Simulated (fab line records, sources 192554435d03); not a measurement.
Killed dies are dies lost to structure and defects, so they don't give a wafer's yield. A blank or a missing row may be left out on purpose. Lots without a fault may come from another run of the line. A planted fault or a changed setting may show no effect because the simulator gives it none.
Chamber matching | flow n5_finfet | N5_GATE_CUT_SAC_CAP_01 on ald_sin-03: 4 sister chambers
The step material SiNx, target thk 24 nm, pulse time 1 s, ald cycles 480. 8 wafers are shown with their chamber, then 8 later ones without.

WAFERS WITH THEIR CHAMBER
wafer  | chamber | heater_power_w (W) | precursor_pulse_height_rel
L076.2 | 0       | 851                | 0.958
L078.5 | 2       | 802                | 1.020
L080.4 | 0       | 845                | 1.001
L080.6 | 3       | 904                | 0.989
L083.1 | 2       | 834                | 1.019
L083.4 | 1       | 757                | 1.002
L083.5 | 3       | 903                | 1.004
L089.2 | 1       | 758                | 0.987

WAFERS WITHOUT THEIR CHAMBER
wafer  | heater_power_w (W) | precursor_pulse_height_rel
L089.5 | 749                | 0.988
L089.6 | 819                | 1.021
L093.3 | 859                | 0.979
L093.5 | 794                | 0.989
L093.6 | 718                | 0.957
L096.1 | 817                | 1.006
L096.5 | 934                | 0.961
L096.6 | 824                | 1.000

WHICH CHAMBER EACH WENT THROUGH
wafer  | from the rows above          | in truth
L089.5 | 1                            | 1
L089.6 | 2                            | 2
L093.3 | 0                            | 0
L093.5 | can't be placed: 2 or 1 or 0 | 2
L093.6 | 1                            | 1
L096.1 | 2                            | 2
L096.5 | 3                            | 3
L096.6 | can't be placed: 2 or 0      | 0
Placed correctly: 6 of 8. Can't be placed from these rows: 2 (the true chamber is among the candidates in 2). Placed wrongly: 0.
How it was worked out, from the rows above alone: a wafer's distance from a chamber is the root of the sum, over the readings, of the square of ((its reading less the chamber's mean) divided by the reading's scatter). The wafer belongs to the nearest chamber; if the next one is less than 2 further off, it can't be placed. A chamber's mean is the mean of its shown wafers. The scatter: the root of (the sum of the squares of (reading less its chamber's mean) over the shown wafers, divided by (wafers less chambers)).
